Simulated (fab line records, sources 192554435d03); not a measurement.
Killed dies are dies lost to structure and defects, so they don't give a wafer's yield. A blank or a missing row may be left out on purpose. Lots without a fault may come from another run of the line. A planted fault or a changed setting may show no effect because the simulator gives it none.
fab line records | flow n5_finfet
record lots=8 wafers=24 last_day=20
route steps=1938 shown SD_EPI_N@279 SD_EPI_P@312 BEOL_M4@1111 PASSIVATION@1936
lots that met no fault: from a run of the same line without faults
start_h: hours from the record's first day to the start of the lot's first wafer shown | wait_h: hours since the lot's step before | " the same as in the row above | L1.1+2: a row that stands for several wafers | - no value, or no start given | * or withheld: withheld | < > ~ a bound
route shown NAME@n: a module of which the file shows steps, and the number in the route of the first | usual: mean/standard deviation of fault-free wafers | same: alike in all rows | chamber/n: place in a boat | sites: the reading at each site | _std_site: their standard deviation | _edge_site: outer sites' mean less inner sites' | radius_mm: how far each site lies from the wafer's centre | mask NAME#n: copy n | behind: the tool/chamber that last shaped the wafer | hold: why the lot was held/for how many hours/how that ended | device: the transistor (n, p or np) that didn't switch | end of line: the same wafers' tests at the end of the route | a step without rows: its recipe alone | killed: dies lost to structure and defects at the first sort, not the wafer's yield | map: a wafer's dies, x killed, . not, _ none there
set.NAME: the setting as run; set.NAME@STEP: as run at that earlier step | model.NAME: the simulator's own value behind a step, which no gauge read
steps of the route over a sample of lots; a table a step, a row a wafer
services: from which hour (start_h, from the record's first day; less than 0 if before it) a tool's chamber was out of use, for how many hours, and why
## steps
# step N5_SD_EPI_N_ETCH_16
# recipe chemistry=CHF3/O2 target=SiO2 target_depth_a=50 mask_material=SOC pressure_mtorr=30 source_w=650 bias_w=170 Ar_flow_sccm=200 CHF3_flow_sccm=50 O2_flow_sccm=5 ion_energy_ev=200
# usual chamber_pressure_mTorr=30.002/0.027 drypump_motor_current_A=5.7/0.36 mfc_ar_sccm=199.9/0.59 oes_product_au=0.78/0.09 rf_vpp_V=524/12 showerhead_plenum_p_Torr=2.47/0.068 throttle_valve_pct=18.80/0.29
# columns lot.wafer tool chamber start_h wait_h chamber_pressure_mTorr drypump_motor_current_A mfc_ar_sccm oes_product_au rf_hours_counter_h rf_vpp_V showerhead_plenum_p_Torr throttle_valve_pct
L481.1 rie_diel-04 1 67.31 0.1 30.032 6.2 200.6 0.76 156 523 2.53 19.31
L481.5 " 3 " " 30.041 5.5 200.2 0.70 - 554 2.48 18.87
L481.6 " 2 " " 29.968 6.0 200.4 0.77 - 531 2.41 18.93
L487.1 rie_diel-06 3 107.58 0.1 29.938 4.9 198.7 0.73 180 521 2.31 18.83
L487.3 " 0 " " 29.984 5.2 199.9 0.70 241 539 2.45 18.54
L487.5 " 3 " " 30.014 4.9 200.1 0.72 - 522 2.31 18.83
L488.3 rie_diel-04 3 114.07 0.1 29.968 5.5 199.9 0.68 243 552 2.48 18.90
L488.5 " 3 " " 29.981 5.5 199.6 0.68 - 552 2.48 18.90
L488.6 " 1 " " 30.041 6.2 200.1 0.74 - 521 2.52 19.33
L489.3 rie_diel-01 3 119.69 0.1 30.006 5.2 200.9 0.90 - 506 2.47 18.61
L489.4 " 2 " " 29.973 5.9 198.7 0.84 - 515 2.53 18.50
L489.6 " 2 " " 29.998 5.9 199.7 0.85 - 515 2.53 18.49
L493.2 rie_diel-04 0 144.86 0.1 30.046 6.1 199.4 0.97 12 531 2.46 18.31
L493.3 " 2 " " 30.008 5.9 199.6 0.73 190 531 2.40 18.97
L493.5 " 1 " " 30.028 6.3 200.0 0.75 - 524 2.51 19.35
L497.1 rie_diel-01 0 168.25 0.1 29.999 5.9 199.5 0.91 15 523 2.58 18.43
L497.2 " 2 " " 29.992 5.9 199.3 0.81 58 515 2.52 18.51
L497.6 " 2 " " 30.038 5.9 200.2 0.82 - 516 2.52 18.51
L499.2 rie_diel-01 2 177.78 0.1 30.042 6.0 199.6 0.82 62 515 2.52 18.52
L499.3 " 0 " " 29.923 5.9 200.3 0.90 19 524 2.57 18.43
L499.6 " 1 " " 30.005 5.3 199.3 0.72 - 524 2.49 19.05
L501.1 rie_diel-01 0 191.75 0.1 30.043 5.9 200.5 0.89 26 524 2.57 18.45
L501.2 " 2 " " 29.983 5.9 201.5 0.81 68 516 2.52 18.54
L501.4 " 0 " " 29.981 5.9 199.3 0.88 - 525 2.57 18.46
# step N5_SD_EPI_N_VAPOR_ETCH_50
# recipe chemistry=HCl target=Si temp_c=775 time_s=54 pressure_torr=20 mode=isotropic
# usual susceptor_temp_C=774.99/0.3 throttle_valve_pct=11.99/0.29
# columns lot.wafer tool chamber start_h wait_h susceptor_temp_C throttle_valve_pct
L481.1 epi_rpcvd-02 0 68.19 0.3 775.19 11.85
L481.5 " 0 " " 774.58 11.97
L481.6 " 0 " " 774.87 11.87
L487.1 epi_rpcvd-02 0 108.60 0.4 774.44 11.93
L487.3 " 0 " " 774.83 11.92
L487.5 " 0 " " 774.35 11.76
L488.3 epi_rpcvd-02 0 115.15 0.3 774.87 11.60
L488.5 " 0 " " 774.87 11.81
L488.6 " 0 " " 775.02 11.82
L489.3 epi_rpcvd-02 0 120.78 0.3 775.26 11.88
L489.4 " 0 " " 775.20 12.17
L489.6 " 0 " " 774.50 11.75
L493.2 epi_rpcvd-03 0 145.91 0.3 775.30 12.49
L493.3 " 0 " " 774.99 12.39
L493.5 " 0 " " 775.46 12.29
L497.1 epi_rpcvd-03 0 169.15 0.3 775.02 12.30
L497.2 " 0 " " 774.43 12.46
L497.6 " 0 " " 774.91 12.27
L499.2 epi_rpcvd-04 0 178.71 0.3 775.32 11.90
L499.3 " 0 " " 775.13 11.70
L499.6 " 0 " " 775.31 11.91
L501.1 epi_rpcvd-02 0 192.91 0.5 775.23 12.00
L501.2 " 0 " " 775.12 11.79
L501.4 " 0 " " 774.96 11.97
# step N5_SD_EPI_P_ETCH_16
# recipe chemistry=CHF3/O2 target=SiO2 target_depth_a=50 mask_material=SOC pressure_mtorr=30 source_w=650 bias_w=170 Ar_flow_sccm=200 CHF3_flow_sccm=50 O2_flow_sccm=5 ion_energy_ev=200
# usual chamber_pressure_mTorr=30.000/0.028 drypump_motor_current_A=5.6/0.48 mfc_ar_sccm=200.0/0.58 oes_product_au=0.74/0.064 rf_vpp_V=531/6 showerhead_plenum_p_Torr=2.42/0.078 throttle_valve_pct=18.81/0.16
# columns lot.wafer tool chamber start_h wait_h chamber_pressure_mTorr drypump_motor_current_A mfc_ar_sccm oes_product_au rf_hours_counter_h rf_vpp_V showerhead_plenum_p_Torr throttle_valve_pct
L481.1 rie_diel-02 1 72.14 0.1 29.985 6.5 198.9 0.80 100 529 2.34 19.00
L481.5 " 0 " " 30.044 5.0 199.7 0.71 - 532 2.48 18.60
L481.6 " 3 " " 29.976 6.0 199.5 0.76 - 524 2.33 18.94
L487.1 rie_diel-03 3 112.85 0.1 29.984 5.2 199.2 0.88 34 540 2.47 18.72
L487.3 " 2 " " 30.016 5.6 199.6 0.68 215 533 2.47 18.74
L487.5 " 1 " " 29.967 6.3 199.4 0.69 - 524 2.38 18.77
L488.3 rie_diel-02 3 119.25 0.1 29.957 6.0 199.9 0.74 169 524 2.32 18.95
L488.5 " 1 " " 30.003 6.5 199.9 0.78 - 528 2.34 19.01
L488.6 " 2 " " 29.994 5.6 199.3 0.75 - 532 2.48 18.60
L489.3 rie_diel-05 3 125.28 0.1 29.957 5.0 200.3 0.71 205 539 2.48 18.87
L489.4 " 2 " " 30.004 5.6 199.2 0.67 228 536 2.29 18.93
L489.6 " 3 " " 30.034 5.0 199.8 0.71 - 539 2.49 18.88
L493.2 rie_diel-05 1 149.36 0.1 29.992 5.4 200.9 0.89 40 537 2.56 18.68
L493.3 " 0 " " 29.966 5.5 201.7 0.70 241 518 2.37 19.10
L493.5 " 2 " " 29.999 5.5 199.0 0.67 - 535 2.28 18.95
L497.1 rie_diel-05 1 173.57 0.1 29.958 5.4 200.1 0.88 46 537 2.56 18.68
L497.2 " 2 " " 30.007 5.6 200.7 0.66 241 534 2.28 18.95
L497.6 " 1 " " 29.974 5.4 200.6 0.89 - 539 2.56 18.68
L499.2 rie_diel-02 3 182.46 0.1 29.982 6.0 200.0 0.73 189 524 2.31 18.97
L499.3 " 0 " " 29.996 5.0 200.1 0.69 235 532 2.47 18.66
L499.6 " 3 " " 29.983 6.0 200.3 0.73 - 524 2.31 18.96
L501.1 rie_diel-02 2 197.91 0.1 29.983 5.6 200.0 0.73 190 529 2.47 18.65
L501.2 " 1 " " 30.018 6.4 199.9 0.76 130 528 2.33 19.06
L501.4 " 0 " " 29.980 5.0 200.4 0.68 239 531 2.47 18.67
# step N5_SD_EPI_P_SD_RECESS_17
# recipe chemistry=HBr/Cl2/O2 target_depth_a=391 bt_time_s=3 pressure_mtorr=10 icp_w=800 bias_w=112 HBr_flow_sccm=150 Cl2_flow_sccm=80 O2_flow_sccm=12
# usual HBr_flow_sccm=150.0/0.46 O2_flow_sccm=12.00/0.036 chamber_pressure_mTorr=10.001/0.0085 drypump_motor_current_A=5.9/0.4 oes_product_au=1.002/0.018 throttle_valve_pct=37.0/0.38
# columns lot.wafer tool chamber start_h wait_h HBr_flow_sccm O2_flow_sccm chamber_pressure_mTorr drypump_motor_current_A oes_product_au rf_hours_counter_h throttle_valve_pct
L481.1 rie_si-06 3 72.21 0.0 150.2 11.98 9.998 6.3 1.005 193 36.8
L481.5 " 2 " " 149.6 12.02 10.009 5.3 0.985 - 37.1
L481.6 " 1 " " 149.5 11.98 10.003 6.1 1.008 - 36.7
L487.1 rie_si-06 1 112.92 0.0 - - - - - - -
L487.3 " 0 " " - - - - - - -
L487.5 " 0 " " - - - - - - -
L488.3 rie_si-06 0 119.32 0.0 - - - - - - -
L488.5 " 1 " " - - - - - - -
L488.6 " 3 " " - - - - - - -
L489.3 rie_si-06 3 125.35 0.0 - - - - - - -
L489.4 " 0 " " - - - - - - -
L489.6 " 0 " " - - - - - - -
L493.2 rie_si-06 0 149.43 0.0 149.9 11.94 9.995 5.6 1.010 89 36.7
L493.3 " 2 " " 150.4 11.99 9.996 5.3 0.974 1 36.9
L493.5 " 1 " " 150.5 11.91 9.988 6.1 1.017 - 36.7
L497.1 rie_si-04 2 173.64 0.0 149.7 11.97 9.983 6.3 1.001 111 36.8
L497.2 " 0 " " 150.2 11.97 9.992 5.8 0.978 157 37.4
L497.6 " 0 " " 149.3 12.00 10.003 5.8 0.987 - 37.4
L499.2 rie_si-04 1 182.53 0.0 150.5 11.99 10.015 6.3 1.012 43 37.3
L499.3 " 0 " " 150.0 11.97 9.981 5.8 0.988 157 37.4
L499.6 " 2 " " 149.8 12.05 9.990 6.4 0.994 - 36.8
L501.1 rie_si-06 2 197.98 0.0 150.2 11.95 10.016 5.3 0.985 2 36.9
L501.2 " 1 " " 150.9 12.01 10.000 6.2 1.018 35 36.7
L501.4 " 0 " " 150.5 11.99 9.998 5.6 0.999 90 36.7
# step N5_BEOL_M4_RC_MEAS_101
# usual CJ_P=5.80/0.21 DIBL_N=36.0/1.9 DIBL_P=35.6/2.2 IOFF_N=0.15/0.031 IOFF_P=0.19/0.032 IOFF_P_85C=3.4/0.48 IOFF_P_LIN=0.091/0.012 IOFF_P_LONG=0.000101/6.8e-06 ION_N=668/11 ION_P=455/7.2 REXT_P=100.3/2.6 SS_N=71.5/0.65 SS_P=73.4/0.64 VT_N=251/3.6 VT_P=-253/3.3 VT_P_LVT=-100.2/2.7
# columns lot.wafer tool chamber start_h wait_h CJ_P DIBL_N[mV/V] DIBL_P[mV/V] IOFF_N[nA/um] IOFF_P[nA/um] IOFF_P_85C[nA/um] IOFF_P_LIN[nA/um] IOFF_P_LONG[nA/um] ION_N[uA/um] ION_P[uA/um] REXT_P[ohm.um] SS_N[mV/dec] SS_P[mV/dec] VT_N[mV] VT_P[mV] VT_P_LVT[mV]
L481.1 prober-02 0 226.65 0.0 5.80 38.1 37.8 0.20 0.23 3.9 0.103 0.0001 685 463 99.4 71.4 73.6 241 -249 -96.9
L481.5 " 0 " " 5.80 36.1 36.1 0.16 0.20 3.5 0.091 0.000101 676 459 100.3 71.4 73.3 251 -253 -99.1
L481.6 " 0 " " 5.90 35.0 33.9 0.15 0.17 3.1 0.084 0.000102 665 453 98.5 71.7 72.9 251 -254 -100.3
L487.1 prober-02 0 277.22 0.0 2.02 33.7 26.8 0.13 0.02 0.6 0.014 8.2e-05 657 181 146.8 71.4 71.2 254 -303 -150.4
L487.3 " 0 " " 2.02 35.4 28.5 0.15 0.03 0.6 0.015 8e-05 668 181 150.7 71.9 71.7 248 -305 -149.8
L487.5 " 0 " " 1.96 32.5 25.5 0.12 0.02 0.5 0.014 8.1e-05 651 178 149.2 71.5 71.1 256 -305 -152.2
L488.3 prober-01 0 288.47 0.3 2.04 33.1 25.9 0.11 0.02 0.5 0.014 8.2e-05 663 179 139.8 70.5 71.2 251 -306 -152.8
L488.5 " 0 " " 2.06 33.8 26.7 0.12 0.02 0.6 0.015 8.3e-05 661 179 140.3 71.3 72.0 250 -305 -152.5
L488.6 " 0 " " 2.07 32.3 24.4 0.10 0.02 0.5 0.013 8.4e-05 658 178 139.9 70.5 72.0 255 -308 -154.8
L489.3 prober-02 0 292.35 0.3 2.08 33.7 24.9 0.12 0.02 0.5 0.013 7.5e-05 657 178 142.3 70.3 72.0 254 -306 -155.0
L489.4 " 0 " " 2.00 33.0 24.1 0.12 0.02 0.5 0.012 7.5e-05 653 178 144.5 70.8 71.6 254 -311 -153.7
L489.6 " 0 " " 2.06 34.4 26.2 0.13 0.02 0.5 0.013 7.7e-05 658 179 142.7 70.9 71.8 253 -305 -153.5
L493.2 prober-01 0 305.76 0.2 5.85 36.3 38.5 0.16 0.21 3.6 0.094 9.4e-05 666 458 98.2 71.4 73.7 248 -253 -99.3
L493.3 " 0 " " 5.78 35.7 36.3 0.16 0.17 3.1 0.083 9.2e-05 666 445 100.5 72.0 73.4 249 -258 -101.4
L493.5 " 0 " " 6.00 36.9 38.1 0.18 0.20 3.5 0.092 9.8e-05 668 458 98.9 72.0 73.8 251 -256 -99.1
L499.2 prober-02 0 325.97 0.2 5.67 38.4 38.5 0.20 0.25 4.3 0.112 0.000106 679 460 100.0 72.8 73.9 247 -249 -96.7
L499.3 " 0 " " 5.81 35.8 34.8 0.15 0.20 3.5 0.095 0.00011 679 463 98.6 71.7 73.3 251 -251 -99.7
L499.6 " 0 " " 5.24 36.5 36.0 0.17 0.22 3.8 0.100 0.000102 675 465 97.6 72.1 74.1 250 -252 -98.1
L497.1 prober-01 0 331.90 0.0 5.90 37.3 36.5 0.17 0.20 3.5 0.093 0.000103 679 457 101.2 71.4 73.6 247 -251 -99.9
L497.2 " 0 " " 5.90 36.7 35.3 0.15 0.18 3.3 0.087 0.000104 665 451 102.0 72.2 72.7 250 -253 -102.4
L497.6 " 0 " " 5.80 38.7 39.4 0.21 0.25 4.2 0.109 0.000103 686 462 101.7 72.4 73.9 243 -251 -97.6
L501.1 prober-01 0 361.52 0.0 6.00 34.9 33.6 0.13 0.17 3.1 0.090 0.000116 671 460 100.9 71.2 73.1 250 -252 -99.9
L501.2 " 0 " " 5.75 34.3 33.6 0.12 0.18 3.2 0.089 0.000109 653 451 103.0 70.9 73.2 254 -253 -99.0
L501.4 " 0 " " 5.77 37.0 36.7 0.16 0.24 4.0 0.112 0.000114 684 469 100.9 71.4 74.6 248 -246 -95.4
# step N5_PASSIVATION_PROBE_49
# usual defect_limited_yield=91.3/1.4 killed_at_M0_to_M3=34/10 killed_at_M4_up=14/5.5 killed_at_contacts=12/6 killed_at_front_end=40/10 killed_at_other=3.0/2.4 killed_dies=103/17 killed_open=68/13 killed_short=34/7.8 sort_bin_5_function=5.1/0.97 sort_bin_6_memory=3.3/0.66 sort_bin_8_speed=0.02/0.12 sort_n_pass=1077/17 sort_yield_pct=91.2/1.4
# same gross_dies=1180 killed_at_back_side=0 sort_bin_4_leakage[%]=0
# columns lot.wafer tool chamber start_h wait_h defect_limited_yield[%] killed_at_M0_to_M3 killed_at_M4_up killed_at_contacts killed_at_front_end killed_at_other killed_dies killed_open killed_short sort_bin_5_function[%] sort_bin_6_memory[%] sort_bin_8_speed[%] sort_n_pass sort_yield_pct[%]
L487.1 prober-02 - 378.47 0.0 92.7 26 11 11 34 4 86 56 27 3.4 3.6 92.71 0 0
L487.3 prober-02 - 378.57 0.1 93.6 23 13 7 33 0 76 42 34 3.9 2.1 93.56 0 0
L487.5 prober-02 - 378.67 0.2 91.1 42 9 10 41 3 105 60 44 5.4 3.1 91.10 0 0
L488.3 prober-01 - 397.44 0.1 93.1 25 16 5 32 4 82 48 31 4.4 2.3 93.05 0 0
L488.5 prober-01 - 397.54 0.2 91.2 23 14 2 62 3 104 75 29 5.5 3.1 91.19 0 0
L488.6 prober-01 - 397.59 0.3 91.5 20 14 10 51 5 100 56 42 4.6 3.6 91.53 0 0
L489.3 prober-01 - 399.67 0.1 92.1 25 8 22 38 0 93 71 20 5.0 2.6 92.12 0 0
L489.4 prober-01 - 399.72 0.2 93.0 24 8 10 41 0 83 54 29 4.2 2.5 92.97 0 0
L489.6 prober-01 - 399.82 0.3 89.7 31 12 26 50 2 121 82 38 6.5 3.1 89.75 0 0
# killed by level:class
L487.1 STI_FIN_REVEAL:geometric_particle:open=14 BEOL_M2:geometric_particle:open=8 MOL_CONTACT_COAG:geometric_particle:open=6 BEOL_M0_SAQP:geometric_particle:short=6 MOL_CONTACT_COAG:geometric_particle:short=5 BEOL_M4:geometric_particle:open=5 GATE_CUT:geometric_particle:short=4 STARTING-WAFER:geometric_particle:open=4
L487.3 GATE_CUT:geometric_particle:short=6 MOL_CONTACT_COAG:geometric_particle:open=6 BEOL_M4:geometric_particle:open=6 STARTING-WAFER:geometric_particle:short=6 STI_FIN_REVEAL:geometric_particle:open=5 BEOL_M0_SAQP:geometric_particle:open=5 BEOL_M2:geometric_particle:short=5 STARTING-WAFER:geometric_particle:open=5
L487.5 FIN_SAQP:geometric_particle:short=14 BEOL_M2:geometric_particle:open=12 MOL_CONTACT_COAG:geometric_particle:open=9 BEOL_M0_SAQP:geometric_particle:short=9 BEOL_M3:geometric_particle:open=8 FIN_SAQP:geometric_particle:open=6 STI_FIN_REVEAL:geometric_particle:open=5 STARTING-WAFER:geometric_particle:short=5
L488.3 FIN_SAQP:geometric_particle:short=10 BEOL_M3:geometric_particle:open=8 BEOL_M0_SAQP:geometric_particle:short=6 BEOL_M4:geometric_particle:open=6 STI_FIN_REVEAL:geometric_particle:open=5 FIN_SAQP:geometric_particle:open=4 MOL_CONTACT_COAG:geometric_particle:open=4 BEOL_M0:geometric_particle:open=4
L488.5 FIN_SAQP:geometric_particle:open=22 FIN_SAQP:geometric_particle:short=9 STI_FIN_REVEAL:geometric_particle:open=9 BEOL_M2:geometric_particle:open=7 BEOL_M1:geometric_particle:open=6 DUMMY_GATE:geometric_particle:open=5 GATE_CUT:geometric_particle:short=5 GATE_CUT:geometric_particle:open=4
L488.6 STI_FIN_REVEAL:geometric_particle:open=13 FIN_SAQP:geometric_particle:short=8 MOL_CONTACT_COAG:geometric_particle:open=8 FIN_SAQP:geometric_particle:open=5 BEOL_M0_SAQP:geometric_particle:open=5 BEOL_M4:geometric_particle:open=5 STARTING-WAFER:geometric_particle:short=5 FIN_CUT:geometric_particle:short=4
L489.3 MOL_CONTACT_COAG:geometric_particle:open=17 STI_FIN_REVEAL:geometric_particle:open=12 FIN_SAQP:geometric_particle:open=8 BEOL_M1:geometric_particle:open=7 BEOL_M3:geometric_particle:open=5 DUMMY_GATE:geometric_particle:open=4 MOL_CONTACT_COAG:geometric_particle:short=4 BEOL_M0_SAQP:geometric_particle:short=4
L489.4 STI_FIN_REVEAL:geometric_particle:open=11 FIN_SAQP:geometric_particle:open=9 MOL_CONTACT_COAG:geometric_particle:open=8 BEOL_M1:geometric_particle:open=7 STARTING-WAFER:geometric_particle:short=6 BEOL_M0_SAQP:geometric_particle:short=4 BEOL_M2:geometric_particle:open=4 BEOL_M8:geometric_particle:open=4
L489.6 MOL_CONTACT_COAG:geometric_particle:open=22 FIN_SAQP:geometric_particle:open=11 BEOL_M0_SAQP:geometric_particle:short=8 BEOL_M1:geometric_particle:open=8 GATE_CUT:geometric_particle:short=7 BEOL_M0_SAQP:geometric_particle:open=5 STARTING-WAFER:geometric_particle:open=5 FIN_SAQP:geometric_particle:short=4
## services
# columns tool chamber start_h hours kind
rie_diel-05 3 52.46 7.1 repair
rie_diel-05 - 66.04 5.2 repair
epi_rpcvd-02 - 78.28 0.4 repair
rie_diel-01 1 88.33 1.7 repair
rie_si-06 2 107.15 - clean
rie_si-06 2 107.15 15.1 scheduled_down
rie_si-06 2 107.15 15.1 vent_cycle
rie_diel-03 - 107.77 2.8 pm
rie_diel-01 1 111.49 9.7 repair
rie_diel-02 1 125.47 2.9 repair
rie_diel-06 0 130.10 4.0 repair
rie_si-04 - 134.08 0.9 repair
rie_si-06 3 144.74 - clean
rie_si-06 3 144.74 22.5 scheduled_down
rie_si-06 3 144.74 22.5 vent_cycle
epi_rpcvd-03 - 153.88 8.1 pm
rie_diel-05 - 154.02 2.8 pm
rie_diel-02 1 154.53 9.8 repair
rie_diel-01 3 156.77 43.4 repair
rie_si-06 - 170.33 2.8 pm
rie_diel-04 1 171.89 1.4 repair
rie_diel-05 3 171.94 12.6 repair
rie_diel-06 3 181.80 17.0 repair
rie_si-04 0 188.29 3.0 repair
## key
first_sign step=N5_SD_EPI_P_SD_RECESS_17 reading=tool_record direction=missing
effect step=N5_BEOL_M4_RC_MEAS_101 reading=ION_P direction=down sigmas=38 usual=455 struck=179
effect step=N5_BEOL_M4_RC_MEAS_101 reading=VT_P_LVT direction=down sigmas=20 usual=-100.2 struck=-152.7
effect step=N5_BEOL_M4_RC_MEAS_101 reading=CJ_P direction=down sigmas=18 usual=5.80 struck=2.03
effect step=N5_BEOL_M4_RC_MEAS_101 reading=REXT_P direction=up sigmas=17 usual=100.3 struck=144.0
effect step=N5_BEOL_M4_RC_MEAS_101 reading=VT_P direction=down sigmas=16 usual=-253 struck=-306
effect step=N5_BEOL_M4_RC_MEAS_101 reading=IOFF_P_LIN direction=down sigmas=6.6 usual=0.091 struck=0.014
effect step=N5_BEOL_M4_RC_MEAS_101 reading=IOFF_P_85C direction=down sigmas=5.8 usual=3.4 struck=0.5
effect step=N5_BEOL_M4_RC_MEAS_101 reading=IOFF_P direction=down sigmas=5.3 usual=0.19 struck=0.02
effect step=N5_BEOL_M4_RC_MEAS_101 reading=DIBL_P direction=down sigmas=4.3 usual=35.6 struck=25.9
effect step=N5_BEOL_M4_RC_MEAS_101 reading=IOFF_P_LONG direction=down sigmas=3.1 usual=0.000101 struck=8e-05
effect step=N5_BEOL_M4_RC_MEAS_101 reading=SS_P direction=down sigmas=2.7 usual=73.4 struck=71.6 wafers_moved=5
effect step=N5_PASSIVATION_PROBE_49 reading=sort_bin_8_speed direction=up sigmas=99+ usual=0.02 struck=92.00
met_at N5_SD_EPI_P_SD_RECESS_17
struck_lots L487,L488,L489
not_acting_at N5_SD_EPI_N_ETCH_16,N5_SD_EPI_N_VAPOR_ETCH_50,N5_SD_EPI_P_ETCH_16
onset_between 72.21 112.92
fault kind=skipped_step_whole tool=rie_si-06 chamber=- onset_h=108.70 steps=N5_SD_EPI_P_SD_RECESS_17 scope=struck_lots_only
